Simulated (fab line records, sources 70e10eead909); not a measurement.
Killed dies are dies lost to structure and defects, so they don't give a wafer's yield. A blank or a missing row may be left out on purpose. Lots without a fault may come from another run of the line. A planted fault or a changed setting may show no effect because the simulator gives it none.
fab line records | flow nand_harc
record lots=12 wafers=36 last_day=24
route steps=1159 shown P_ZERO_WELL@9 P_STI@90 END@1159
lots that met no fault: from a run of the same line without faults
start_h: hours from the record's first day to the start of the lot's first wafer shown | wait_h: hours since the lot's step before | " the same as in the row above | L1.1+2: a row that stands for several wafers | - no value, or no start given | * or withheld: withheld | < > ~ a bound
route shown NAME@n: a module of which the file shows steps, and the number in the route of the first | usual: mean/standard deviation of fault-free wafers | same: alike in all rows | chamber/n: place in a boat | sites: the reading at each site | _std_site: their standard deviation | _edge_site: outer sites' mean less inner sites' | radius_mm: how far each site lies from the wafer's centre | mask NAME#n: copy n | behind: the tool/chamber that last shaped the wafer | hold: why the lot was held/for how many hours/how that ended | device: the transistor (n, p or np) that didn't switch | end of line: the same wafers' tests at the end of the route | a step without rows: its recipe alone | killed: dies lost to structure and defects at the first sort, not the wafer's yield | map: a wafer's dies, x killed, . not, _ none there
set.NAME: the setting as run; set.NAME@STEP: as run at that earlier step | model.NAME: the simulator's own value behind a step, which no gauge read
steps of the route over a sample of lots; a table a step, a row a wafer
services: from which hour (start_h, from the record's first day; less than 0 if before it) a tool's chamber was out of use, for how many hours, and why
## steps
# step NHARC_P_ZERO_WELL_SOFTBAKE_06
# recipe temp_c=125 time_s=70
# usual heater_power_total_W=200.9/1.3
# columns lot.wafer tool chamber start_h wait_h heater_power_total_W
L369.2 litho_track-02 0 18 - 200.2
L369.4 " 0 " " 202.4
L369.5 " 0 " " 200.0
L371.1 litho_track-03 0 30 - 199.1
L371.4 " 0 " " 199.7
L371.6 " 0 " " 202.6
L372.1 litho_track-02 0 36 - 202.2
L372.3 " 0 " " 201.3
L372.5 " 0 " " 200.0
L373.4 litho_track-02 0 42 - 199.8
L373.5 " 0 " " 199.8
L373.6 " 0 " " 199.9
L375.2 litho_track-03 0 54 - 199.7
L375.3 " 0 " " 202.2
L375.5 " 0 " " 202.4
L377.1 litho_track-07 0 66 - 202.5
L377.2 " 0 " " 198.9
L377.3 " 0 " " 202.6
L378.1 litho_track-02 0 72 - 202.7
L378.2 " 0 " " 200.7
L378.3 " 0 " " 199.9
L381.3 litho_track-03 0 90 - 200.3
L381.4 " 0 " " 201.1
L381.5 " 0 " " 202.1
L383.1 litho_track-03 0 102 - 339.1
L383.2 " 0 " " 199.5
L383.5 " 0 " " 333.1
L385.1 litho_track-03 0 114 - 335.6
L385.2 " 0 " " 201.3
L385.6 " 0 115 - 336.2
L386.1 litho_track-07 0 120 - 198.9
L386.3 " 0 " " 199.1
L386.5 " 0 " " 202.2
L390.1 litho_track-02 0 144 - 202.1
L390.3 " 0 " " 199.1
L390.4 " 0 " " 199.4
# step NHARC_P_ZERO_WELL_ETCH_62
# recipe target_depth_a=130 time_s=6.5 chf3_flow_sccm=50 ar_flow_sccm=200 rf_w=500 bias_w=200 chemistry=CHF3/Ar
# usual bias_w=200.0/0.57 drypump_motor_current_A=5.7/0.43 mfc_ar_sccm=200.0/0.66 oes_product_au=0.972/0.016 rf_vpp_V=370.8/1.8 showerhead_plenum_p_Torr=2.35/0.075 throttle_valve_pct=20.217/0.0088
# columns lot.wafer tool chamber start_h wait_h bias_w drypump_motor_current_A mfc_ar_sccm oes_product_au rf_hours_counter_h rf_vpp_V showerhead_plenum_p_Torr throttle_valve_pct
L369.2 rie_diel-05 2 - - 200.3 5.7 200.4 0.979 2 368.4 2.21 20.222
L369.4 " 1 " " 200.7 5.3 200.6 1.014 2 370.6 2.35 20.228
L369.5 " 3 " " 199.1 6.2 200.1 0.954 - 372.4 2.45 20.217
L371.4 rie_diel-05 0 - - 198.8 5.7 200.7 0.991 2 369.2 2.33 20.205
L371.1 " 2 " " 200.7 5.7 199.9 0.967 3 367.4 2.21 20.208
L371.6 " 3 " " 200.7 6.2 199.7 0.952 - 373.3 2.45 20.211
L372.1 rie_diel-02 3 - - 200.5 5.6 201.0 0.979 5 370.5 2.37 20.206
L372.3 " 2 " " 199.3 4.9 200.7 0.963 5 372.4 2.45 20.240
L372.5 " 2 " " 200.8 4.9 199.4 0.963 - 372.4 2.45 20.221
L373.4 rie_diel-05 3 - - 199.6 6.2 199.8 0.973 3 373.7 2.45 20.209
L373.5 " 3 " " 199.3 6.2 200.9 0.977 - 372.4 2.45 20.205
L373.6 " 0 " " 200.2 5.7 200.6 0.983 - 370.2 2.33 20.209
L375.2 rie_diel-05 1 - - 199.0 5.2 200.6 0.971 4 370.9 2.35 20.224
L375.3 " 0 " " 199.5 5.7 200.5 0.987 4 370.5 2.33 20.221
L375.5 " 1 " " 198.9 5.2 199.6 0.976 - 369.3 2.35 20.223
L377.2 rie_diel-05 1 - - 199.5 5.2 200.6 0.984 4 371.4 2.35 20.222
L377.3 " 2 " " 199.9 5.7 201.5 0.997 5 368.8 2.21 20.223
L377.1 " 3 " " 201.0 6.2 200.5 0.966 4 371.7 2.45 20.215
L378.3 rie_diel-02 1 - - 198.9 6.0 200.1 0.948 7 370.4 2.36 20.212
L378.2 " 2 " " 200.4 4.9 200.8 0.974 7 373.0 2.45 20.233
L378.1 " 0 " " 200.8 6.3 199.3 0.984 4 371.5 2.37 20.222
L381.4 rie_diel-02 2 - - 200.7 4.8 199.8 0.978 8 373.6 2.45 20.221
L381.3 " 3 " " 200.1 5.6 199.5 0.980 8 370.2 2.37 20.220
L381.5 " 2 " " 200.5 4.8 199.2 0.980 - 372.4 2.45 20.217
L383.2 rie_diel-02 2 - - 200.7 4.9 200.3 0.960 9 371.8 2.45 20.225
L383.1 " 0 " " 199.2 6.2 199.4 0.985 6 370.4 2.36 20.227
L383.5 " 3 " " 200.6 5.6 200.2 1.000 - 373.9 2.37 20.213
L385.1 rie_diel-02 1 - - 200.8 6.0 200.1 0.970 9 371.1 2.36 20.222
L385.2 " 2 " " 200.2 4.9 200.7 0.977 10 371.8 2.45 20.214
L385.6 " 3 " " 200.2 5.6 200.6 0.988 - 371.0 2.37 20.219
L386.1 rie_diel-05 0 - - 199.9 5.7 201.4 0.959 9 370.4 2.33 20.211
L386.3 " 1 " " 199.7 5.2 200.0 0.975 10 372.2 2.35 20.209
L386.5 " 1 " " 200.2 5.2 199.1 0.973 - 371.0 2.35 20.206
L390.4 rie_diel-02 2 - - 200.0 4.9 198.7 0.976 13 373.5 2.45 20.223
L390.3 " 3 " " 200.0 5.6 200.4 0.987 12 372.4 2.37 20.228
L390.1 " 0 " " 200.2 6.3 199.2 0.963 10 371.1 2.36 20.203
# step NHARC_P_ZERO_WELL_CD_MEAS_52
# recipe target_cd_nm=2000 landing_energy_ev=500
# usual cd_nm=1999.9/2
# same landing_energy_ev=500
# columns lot.wafer tool chamber start_h wait_h cd_nm
L369.2 cd_sem-02 0 23.63 - 1996.8
L369.4 " 0 " " 2001.3
L369.5 " 0 " " 2000.5
L371.1 cd_sem-02 0 35.61 - 1999.6
L371.4 " 0 " " 1999.8
L371.6 " 0 " " 2000.3
L372.1 cd_sem-01 0 41.91 - 2001.1
L372.3 " 0 " " 2001.2
L372.5 " 0 " " 2000.6
L373.4 cd_sem-03 0 47.92 - 1997.8
L373.5 " 0 " " 1996.4
L373.6 " 0 " " 1999.7
L375.2 cd_sem-01 0 59.70 - 1997.4
L375.3 " 0 " " 2003.3
L375.5 " 0 " " 1998.9
L377.1 cd_sem-02 0 71.64 - 2000.9
L377.2 " 0 " " 2000.4
L377.3 " 0 " " 2001.5
L378.1 cd_sem-01 0 77.68 - 2001.0
L378.2 " 0 " " 1998.8
L378.3 " 0 " " 1996.1
L381.3 cd_sem-01 0 95.98 - 2000.9
L381.4 " 0 " " 2000.1
L381.5 " 0 " " 1997.1
L383.1 cd_sem-03 0 107.91 - 2003.5
L383.2 " 0 " " 2001.8
L383.5 " 0 " " 2000.9
L385.1 cd_sem-02 0 120.16 - 1999.8
L385.2 " 0 " " 1996.4
L385.6 " 0 " " 2001.3
L386.1 cd_sem-01 0 125.83 - 1999.0
L386.3 " 0 " " 1999.4
L386.5 " 0 " " 1999.8
L390.1 cd_sem-02 0 149.87 - 1999.3
L390.3 " 0 " " 1999.7
L390.4 " 0 " " 1998.3
# step NHARC_P_STI_ETCH_15
# recipe target_depth_a=3000 taper_deg=4 time_s=100.1 hbr_flow_sccm=150 cl2_flow_sccm=50 rf_w=400 icp_w=400 bias_w=100 chemistry=HBr/Cl2
# usual bias_w=100.0/0.31 drypump_motor_current_A=5.7/0.45 oes_product_au=0.998/0.013 throttle_valve_pct=26.407/0.0099
# columns lot.wafer tool chamber start_h wait_h bias_w drypump_motor_current_A oes_product_au rf_hours_counter_h throttle_valve_pct
L369.2 rie_si-03 1 41.70 - 99.6 6.1 1.005 0.3 26.407
L369.5 " 3 " " 100.1 6.0 1.019 - 26.405
L369.4 " 2 " " 99.9 5.4 1.009 - 26.403
L371.4 rie_si-01 0 51.02 - 99.9 5.7 0.983 0.7 26.415
L371.1 " 1 " " 99.7 4.8 1.014 0.7 26.407
L371.6 " 2 " " 99.8 6.0 0.978 - 26.401
L372.1 rie_si-03 1 61.02 - 99.8 6.0 0.999 0.5 26.412
L372.3 " 2 " " 99.9 5.4 1.004 0.5 26.411
L372.5 " 1 " " 99.5 6.0 0.993 - 26.407
L373.4 rie_si-01 2 65.66 - 100.0 6.0 0.975 0.8 26.408
L373.6 " 0 " " 100.5 5.8 0.991 - 26.412
L373.5 " 1 " " 99.9 4.8 1.001 - 26.396
L375.2 rie_si-03 2 78.40 - 99.8 5.5 1.002 0.6 26.409
L375.3 " 3 " " 100.1 6.1 1.024 0.6 26.406
L375.5 " 2 " " 99.9 5.4 1.004 - 26.415
L377.2 rie_si-03 1 89.94 - 100.3 6.0 0.988 0.8 26.395
L377.3 " 2 " " 99.3 5.5 0.994 0.7 26.397
L377.1 " 3 " " 99.9 6.1 1.011 0.7 26.392
L378.2 rie_si-04 3 96.64 - 100.0 5.5 1.003 1.2 26.410
L378.3 " 0 " " 100.1 5.9 0.986 1.1 26.395
L378.1 " 2 " " 100.2 6.5 1.003 1.1 26.406
L381.4 rie_si-03 1 115.48 - 100.3 6.1 1.000 1.0 26.413
L381.3 " 0 " " 100.0 5.7 0.975 0.9 26.395
L381.5 " 2 " " 99.9 5.4 1.010 - 26.395
L383.1 rie_si-04 0 131.19 - 100.3 5.9 0.996 0.1 26.410
L383.2 " 3 " " 100.5 5.5 1.003 0.1 26.413
L383.5 " 0 " " 99.9 5.9 0.999 - 26.411
L385.1 rie_si-01 3 140.58 - 99.8 5.3 1.007 0.0 26.402
L385.2 " 1 " " 100.2 4.8 1.002 0.0 26.411
L385.6 " 0 " " 99.6 5.7 0.988 - 26.416
L386.1 rie_si-04 3 140.78 - 100.1 5.5 0.995 0.2 26.410
L386.3 " 1 " " 100.5 5.1 0.984 0.3 26.406
L386.5 " 3 " " 100.2 5.5 0.994 - 26.401
L390.3 rie_si-04 3 169.99 - 99.6 5.5 0.990 0.4 26.412
L390.1 " 0 " " 99.7 5.9 0.987 0.5 26.408
L390.4 " 2 " " 99.7 6.5 0.998 0.4 26.429
# step NHARC_END_SORT_01
# recipe temp_c=25
# usual killed_at_array=27/10 killed_at_other=0.6/0.83 killed_at_periphery=2.4/1.8 killed_dies=30/10 killed_open=3.3/1.7 killed_short=1.8/1.4
# same gross_dies=677
# columns lot.wafer tool chamber start_h wait_h killed_at_array killed_at_other killed_at_periphery killed_dies killed_open killed_short
L369.2 prober-01 0 445.58 2.8 22 1 3 26 2 1
L369.4 prober-01 0 447.17 3.4 31 1 1 33 4 0
L369.5 prober-01 0 447.97 3.7 30 2 2 34 4 1
L372.1 prober-02 0 462.34 2.5 27 0 5 32 3 1
L372.3 prober-02 0 463.93 3.1 28 1 1 30 3 5
L372.5 prober-02 0 465.51 3.7 15 0 0 15 2 1
L371.1 prober-01 0 462.39 2.5 31 1 1 33 6 0
L371.4 prober-01 0 464.81 3.4 32 0 2 34 6 4
L371.6 prober-01 0 466.42 4.0 14 2 3 19 1 3
L377.1 prober-01 0 480.06 2.5 30 1 0 31 0 0
L377.2 prober-01 0 480.85 2.8 21 1 1 23 0 0
L377.3 prober-01 0 481.64 3.1 36 0 3 39 5 0
L373.4 prober-02 0 480.31 3.4 9 0 2 11 4 2
L373.5 prober-02 0 481.10 3.7 19 2 2 23 4 3
L373.6 prober-02 0 481.89 4.0 16 4 1 21 4 4
L375.2 prober-02 0 494.26 2.8 9 2 4 15 2 0
L375.3 prober-02 0 495.06 3.1 10 0 4 14 2 3
L375.5 prober-02 0 496.66 3.7 11 0 4 15 3 1
L378.1 prober-02 0 501.30 2.5 30 0 5 35 5 2
L378.2 prober-02 0 502.10 2.8 30 0 1 31 4 3
L378.3 prober-02 0 502.91 3.1 37 0 2 39 6 5
L381.3 prober-02 0 510.72 3.1 32 0 2 34 3 2
L381.4 prober-02 0 511.52 3.4 28 0 2 30 5 4
L381.5 prober-02 0 512.33 3.7 24 0 2 26 1 0
L383.1 prober-02 0 522.14 2.5 26 0 4 30 3 2
L383.2 prober-02 0 522.94 2.8 29 0 3 32 3 2
L383.5 prober-02 0 525.36 3.7 26 0 3 29 1 2
L385.1 prober-01 0 543.94 2.5 20 0 1 21 2 0
L385.2 prober-01 0 544.74 2.8 16 2 2 20 5 1
L385.6 prober-01 0 547.94 4.0 21 1 3 25 3 4
L386.1 prober-02 0 543.94 2.5 33 0 1 34 4 1
L386.3 prober-02 0 545.55 3.1 43 0 1 44 4 4
L386.5 prober-02 0 547.15 3.7 33 0 2 35 4 2
L390.1 prober-02 0 570.79 2.5 46 1 7 54 7 2
L390.3 prober-02 0 572.36 3.1 46 0 6 52 1 5
L390.4 prober-02 0 573.15 3.4 32 0 7 39 2 0
# killed by level:class
L369.2 A_CHANNEL_HOLE_D1:chamber_film_flake=13 A_SLIT:chamber_film_flake=4 A_CONTACT:chamber_film_flake=2 P_GATE:geometric_particle:short=1 P_CONTACT:geometric_particle:open=1 A_BLC:geometric_particle:open=1 P_GATE:chamber_film_flake=1 A_STAIRCASE:chamber_film_flake=1
L369.4 A_CHANNEL_HOLE_D1:chamber_film_flake=14 A_SLIT:chamber_film_flake=9 A_ZERO_WELL:chamber_film_flake=2 A_STAIRCASE:chamber_film_flake=2 P_M1:geometric_particle:open=1 A_SOURCE_PLATE:geometric_particle:open=1 A_ONON_D1:geometric_particle:open=1 A_M0:geometric_particle:open=1
L369.5 A_CHANNEL_HOLE_D1:chamber_film_flake=15 A_SLIT:chamber_film_flake=7 A_CONTACT:chamber_film_flake=3 P_STI:chamber_film_flake=2 A_CHANNEL_HOLE_D1:geometric_particle:open=1 A_CHANNEL_FILL_D1:geometric_particle:open=1 A_SGD_CUT:geometric_particle:open=1 A_CONTACT:geometric_particle:open=1
L372.1 A_SLIT:chamber_film_flake=12 A_CONTACT:chamber_film_flake=5 A_STAIRCASE:chamber_film_flake=4 P_M1:chamber_film_flake=3 A_CHANNEL_HOLE_D1:chamber_film_flake=2 P_GATE:geometric_particle:open=1 A_ONON_D1:geometric_particle:open=1 A_SGD_CUT:geometric_particle:open=1
L371.1 A_SLIT:chamber_film_flake=14 A_CONTACT:chamber_film_flake=7 A_CONTACT:geometric_particle:open=3 A_ONON_D1:geometric_particle:open=1 A_WL_FILL:geometric_particle:open=1 A_M1:geometric_particle:open=1 P_M1:chamber_film_flake=1 A_CHANNEL_HOLE_D1:chamber_film_flake=1
L372.3 A_SLIT:chamber_film_flake=9 A_STAIRCASE:chamber_film_flake=4 A_WL_FILL:geometric_particle:short=3 A_CHANNEL_HOLE_D1:chamber_film_flake=2 A_CONTACT:chamber_film_flake=2 A_BONDPAD:chamber_film_flake=2 A_SGD_CUT:geometric_particle:open=1 A_CONTACT:geometric_particle:short=1
L371.4 A_SLIT:chamber_film_flake=7 A_CONTACT:chamber_film_flake=6 A_CHANNEL_HOLE_D1:chamber_film_flake=4 A_SGD_CUT:chamber_film_flake=4 A_SGD_CUT:geometric_particle:short=2 A_CONTACT:geometric_particle:open=2 A_WL_FILL:chamber_film_flake=2 P_M0:geometric_particle:open=1
L372.5 A_SLIT:chamber_film_flake=9 A_CHANNEL_FILL_D1:geometric_particle:open=1 A_WL_FILL:geometric_particle:short=1 A_WL_FILL:geometric_particle:open=1 A_CHANNEL_HOLE_D1:chamber_film_flake=1 A_STAIRCASE:chamber_film_flake=1 A_CONTACT:chamber_film_flake=1
L371.6 A_SLIT:chamber_film_flake=6 A_CHANNEL_HOLE_D1:chamber_film_flake=3 P_BONDPAD:chamber_film_flake=2 A_CONTACT:chamber_film_flake=2 THIN_TSV:chamber_film_flake=2 P_CONTACT:geometric_particle:short=1 A_SGD_CUT:geometric_particle:open=1 A_WL_FILL:geometric_particle:short=1
L377.1 A_CHANNEL_HOLE_D1:chamber_film_flake=12 A_SLIT:chamber_film_flake=11 A_ZERO_WELL:chamber_film_flake=3 A_CONTACT:chamber_film_flake=2 A_CHANNEL_FILL_D1:chamber_film_flake=1 A_STAIRCASE:chamber_film_flake=1 THIN_TSV:chamber_film_flake=1
L373.4 P_M0:geometric_particle:open=1 A_SOURCE_PLATE:geometric_particle:short=1 A_ONON_D1:geometric_particle:open=1 A_CHANNEL_FILL_D1:geometric_particle:short=1 A_SGD_CUT:geometric_particle:open=1 A_CONTACT:geometric_particle:open=1 P_GATE:chamber_film_flake=1 A_CHANNEL_HOLE_D1:chamber_film_flake=1
L377.2 A_CHANNEL_HOLE_D1:chamber_film_flake=9 A_SLIT:chamber_film_flake=9 A_ZERO_WELL:chamber_film_flake=2 P_ZERO_WELL:chamber_film_flake=1 A_CHANNEL_FILL_D1:chamber_film_flake=1 THIN_TSV:chamber_film_flake=1
L373.5 A_STAIRCASE:chamber_film_flake=7 A_CHANNEL_HOLE_D1:chamber_film_flake=4 A_CHANNEL_FILL_D1:geometric_particle:short=3 A_CONTACT:geometric_particle:open=2 P_M0:geometric_particle:open=1 STARTING-WAFER:geometric_particle:open=1 P_STI:chamber_film_flake=1 A_ZERO_WELL:chamber_film_flake=1
L377.3 A_CHANNEL_HOLE_D1:chamber_film_flake=16 A_SLIT:chamber_film_flake=10 P_M0:geometric_particle:open=2 A_M0:geometric_particle:open=2 A_ZERO_WELL:chamber_film_flake=2 A_CHANNEL_FILL_D1:chamber_film_flake=2 A_CONTACT:geometric_particle:open=1 P_STI:chamber_film_flake=1
L373.6 THIN_TSV:chamber_film_flake=4 A_CHANNEL_FILL_D1:geometric_particle:short=2 A_BLC:geometric_particle:open=2 A_CHANNEL_HOLE_D1:chamber_film_flake=2 A_STAIRCASE:chamber_film_flake=2 A_WL_FILL:geometric_particle:open=1 A_CONTACT:geometric_particle:short=1 A_BLC:geometric_particle:short=1
L375.2 A_CHANNEL_HOLE_D1:chamber_film_flake=4 P_GATE:chamber_film_flake=2 A_STAIRCASE:chamber_film_flake=2 A_CONTACT:chamber_film_flake=2 THIN_TSV:chamber_film_flake=2 P_GATE:geometric_particle:open=1 A_BLC:geometric_particle:open=1 P_STI:chamber_film_flake=1
L375.3 A_CONTACT:chamber_film_flake=4 A_ONON_D1:geometric_particle:short=2 P_BONDPAD:chamber_film_flake=2 P_GATE:geometric_particle:open=1 A_M0:geometric_particle:open=1 A_M0:geometric_particle:short=1 P_STI:chamber_film_flake=1 A_CHANNEL_HOLE_D1:chamber_film_flake=1
L375.5 A_CHANNEL_HOLE_D1:chamber_film_flake=3 A_STAIRCASE:chamber_film_flake=3 P_STI:chamber_film_flake=2 A_SLIT:chamber_film_flake=2 P_CONTACT:geometric_particle:short=1 P_M2:geometric_particle:open=1 A_CONTACT:geometric_particle:open=1 A_ZERO_WELL:chamber_film_flake=1
L378.1 A_CHANNEL_HOLE_D1:chamber_film_flake=14 A_CONTACT:chamber_film_flake=9 P_M1:geometric_particle:open=2 P_GATE:chamber_film_flake=2 A_WL_FILL:chamber_film_flake=2 P_M0:geometric_particle:open=1 A_ONON_D1:geometric_particle:short=1 A_CHANNEL_FILL_D1:geometric_particle:short=1
L378.2 A_CHANNEL_HOLE_D1:chamber_film_flake=17 A_STAIRCASE:chamber_film_flake=2 A_CONTACT:chamber_film_flake=2 A_ONON_D1:geometric_particle:short=1 A_CHANNEL_HOLE_D1:geometric_particle:open=1 A_CHANNEL_HOLE_D1:geometric_particle:short=1 A_CHANNEL_FILL_D1:geometric_particle:open=1 A_CHANNEL_FILL_D1:geometric_particle:short=1
L378.3 A_CHANNEL_HOLE_D1:chamber_film_flake=19 A_CONTACT:geometric_particle:open=5 A_CONTACT:chamber_film_flake=5 A_ONON_D1:geometric_particle:short=2 A_CHANNEL_FILL_D1:chamber_film_flake=2 P_CONTACT:geometric_particle:short=1 P_CONTACT:geometric_particle:open=1 A_CHANNEL_HOLE_D1:geometric_particle:short=1
L381.3 A_CHANNEL_HOLE_D1:chamber_film_flake=18 A_CONTACT:chamber_film_flake=5 A_STAIRCASE:chamber_film_flake=3 A_ONON_D1:geometric_particle:short=1 A_WL_FILL:geometric_particle:short=1 A_CONTACT:geometric_particle:open=1 A_BLC:geometric_particle:open=1 A_M1:geometric_particle:open=1
L381.4 A_CHANNEL_HOLE_D1:chamber_film_flake=19 A_CHANNEL_FILL_D1:geometric_particle:short=2 A_WL_FILL:geometric_particle:short=2 P_CONTACT:geometric_particle:open=1 P_M0:geometric_particle:open=1 A_ONON_D1:geometric_particle:open=1 A_CHANNEL_FILL_D1:geometric_particle:open=1 A_M1:geometric_particle:open=1
L381.5 A_CHANNEL_HOLE_D1:chamber_film_flake=16 A_CONTACT:chamber_film_flake=8 P_M1:geometric_particle:open=1 P_ZERO_WELL:chamber_film_flake=1
L383.1 A_CHANNEL_HOLE_D1:chamber_film_flake=22 A_M0:geometric_particle:open=2 P_STI:geometric_particle:short=1 P_M0:geometric_particle:short=1 P_M1:geometric_particle:open=1 P_STI:chamber_film_flake=1 A_CONTACT:chamber_film_flake=1 A_M1:chamber_film_flake=1
L383.2 A_CHANNEL_HOLE_D1:chamber_film_flake=21 A_SLIT:chamber_film_flake=2 A_CONTACT:chamber_film_flake=2 P_GATE:geometric_particle:open=1 P_M0:geometric_particle:short=1 A_SOURCE_PLATE:geometric_particle:open=1 A_SGD_CUT:geometric_particle:short=1 A_CONTACT:geometric_particle:open=1
L383.5 A_CHANNEL_HOLE_D1:chamber_film_flake=20 A_STAIRCASE:chamber_film_flake=2 A_CONTACT:chamber_film_flake=2 P_M1:geometric_particle:open=1 A_CHANNEL_FILL_D1:geometric_particle:short=1 A_SGD_CUT:geometric_particle:short=1 P_STI:chamber_film_flake=1 P_GATE:chamber_film_flake=1
L385.1 A_CHANNEL_HOLE_D1:chamber_film_flake=9 A_STAIRCASE:chamber_film_flake=4 A_BLC:chamber_film_flake=4 P_M1:geometric_particle:open=1 A_CONTACT:geometric_particle:open=1 A_CHANNEL_FILL_D1:chamber_film_flake=1 A_CONTACT:chamber_film_flake=1
L386.1 A_CHANNEL_HOLE_D1:chamber_film_flake=19 A_CONTACT:chamber_film_flake=6 A_CONTACT:geometric_particle:open=3 A_STAIRCASE:chamber_film_flake=2 P_CONTACT:geometric_particle:open=1 A_STAIRCASE:geometric_particle:short=1 A_BLC:chamber_film_flake=1 A_M0:chamber_film_flake=1
L385.2 A_CHANNEL_HOLE_D1:chamber_film_flake=3 A_STAIRCASE:chamber_film_flake=3 A_CONTACT:chamber_film_flake=3 A_BLC:chamber_film_flake=2 THIN_TSV:chamber_film_flake=2 P_CONTACT:geometric_particle:open=1 A_SOURCE_PLATE:geometric_particle:open=1 A_CHANNEL_HOLE_D1:geometric_particle:open=1
L386.3 A_CHANNEL_HOLE_D1:chamber_film_flake=21 A_CONTACT:chamber_film_flake=7 A_STAIRCASE:chamber_film_flake=6 A_WL_FILL:geometric_particle:short=2 P_M0:geometric_particle:short=1 A_CHANNEL_FILL_D1:geometric_particle:short=1 A_WL_FILL:geometric_particle:open=1 A_CONTACT:geometric_particle:open=1
L386.5 A_CHANNEL_HOLE_D1:chamber_film_flake=17 A_CONTACT:chamber_film_flake=10 A_WL_FILL:geometric_particle:open=2 A_STAIRCASE:chamber_film_flake=2 P_GATE:geometric_particle:short=1 P_GATE:geometric_particle:open=1 A_WL_FILL:geometric_particle:short=1 A_BLC:geometric_particle:open=1
L385.6 A_CHANNEL_HOLE_D1:chamber_film_flake=6 A_BLC:chamber_film_flake=5 A_STAIRCASE:chamber_film_flake=4 A_CHANNEL_HOLE_D1:geometric_particle:short=2 P_M0:geometric_particle:open=1 A_ONON_D1:geometric_particle:short=1 A_CHANNEL_FILL_D1:geometric_particle:short=1 A_CONTACT:geometric_particle:open=1
L390.1 A_SLIT:chamber_film_flake=17 A_CONTACT:chamber_film_flake=8 A_CHANNEL_HOLE_D1:chamber_film_flake=5 A_SGD_CUT:chamber_film_flake=5 P_M2:chamber_film_flake=3 A_STAIRCASE:chamber_film_flake=3 A_ONON_D1:geometric_particle:open=2 A_M0:geometric_particle:open=2
L390.3 A_SLIT:chamber_film_flake=20 A_CHANNEL_HOLE_D1:chamber_film_flake=5 A_SGD_CUT:chamber_film_flake=5 A_CONTACT:chamber_film_flake=5 P_M2:chamber_film_flake=3 A_CHANNEL_FILL_D1:geometric_particle:short=2 P_ZERO_WELL:chamber_film_flake=2 A_STAIRCASE:chamber_film_flake=2
L390.4 A_SLIT:chamber_film_flake=14 A_CHANNEL_HOLE_D1:chamber_film_flake=7 A_CONTACT:chamber_film_flake=7 P_M2:chamber_film_flake=3 P_GATE:chamber_film_flake=2 A_SGD_CUT:chamber_film_flake=2 P_BONDPAD:geometric_particle:open=1 A_CONTACT:geometric_particle:open=1
## services
# columns tool chamber start_h hours kind
rie_diel-05 0 -4.40 - clean
rie_diel-05 1 -4.40 - clean
rie_diel-05 2 -4.40 - clean
rie_diel-05 3 -4.40 - clean
rie_diel-02 0 7.10 15.0 repair
rie_diel-02 1 7.29 - clean
rie_diel-02 2 7.29 - clean
litho_track-07 - 14.00 7.0 pm
rie_diel-02 1 17.94 3.8 repair
rie_diel-02 0 32.63 5.3 repair
litho_track-03 - 38.00 7.0 pm
rie_si-03 0 39.22 12.4 repair
rie_si-04 0 58.64 6.7 repair
rie_diel-02 - 63.44 2.2 repair
rie_si-04 - 85.90 0.4 repair
rie_si-01 3 97.25 8.7 repair
rie_si-04 - 99.00 9.0 pm
rie_si-04 0 113.59 3.5 repair
rie_si-04 2 126.88 2.6 repair
rie_si-01 - 127.00 9.0 pm
rie_diel-02 - 150.79 9.0 pm
rie_si-03 - 155.00 9.0 pm
rie_diel-05 - 163.60 9.0 pm
litho_track-02 - 165.00 7.0 pm
## key
first_sign step=NHARC_P_ZERO_WELL_SOFTBAKE_06 reading=heater_power_total_W direction=up sigmas=99+ usual=* struck=*
effect none on later readings
met_at NHARC_P_ZERO_WELL_SOFTBAKE_06
struck_lots L383,L385
struck_wafers L383.1,L383.5,L385.1,L385.6
tester_left_out L383,L385
not_acting_at NHARC_P_ZERO_WELL_ETCH_62,NHARC_P_ZERO_WELL_CD_MEAS_52,NHARC_P_STI_ETCH_15
onset_between 90 102
fault kind=process_parameter_drift tool=litho_track-03 chamber=- onset_h=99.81 steps=NHARC_P_ZERO_WELL_SOFTBAKE_06 channel=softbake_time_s offset=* shape=step end_h=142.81 scope=struck_wafers_only acts_in=* stated=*
# tester_left_out: of these lots the tester's yield and bins aren't shown, on N5 and GAA mostly nor the transistor test; their killed dies are dies lost to structure and defects alone, not to doping, threshold or leakage, so they don't give the yield
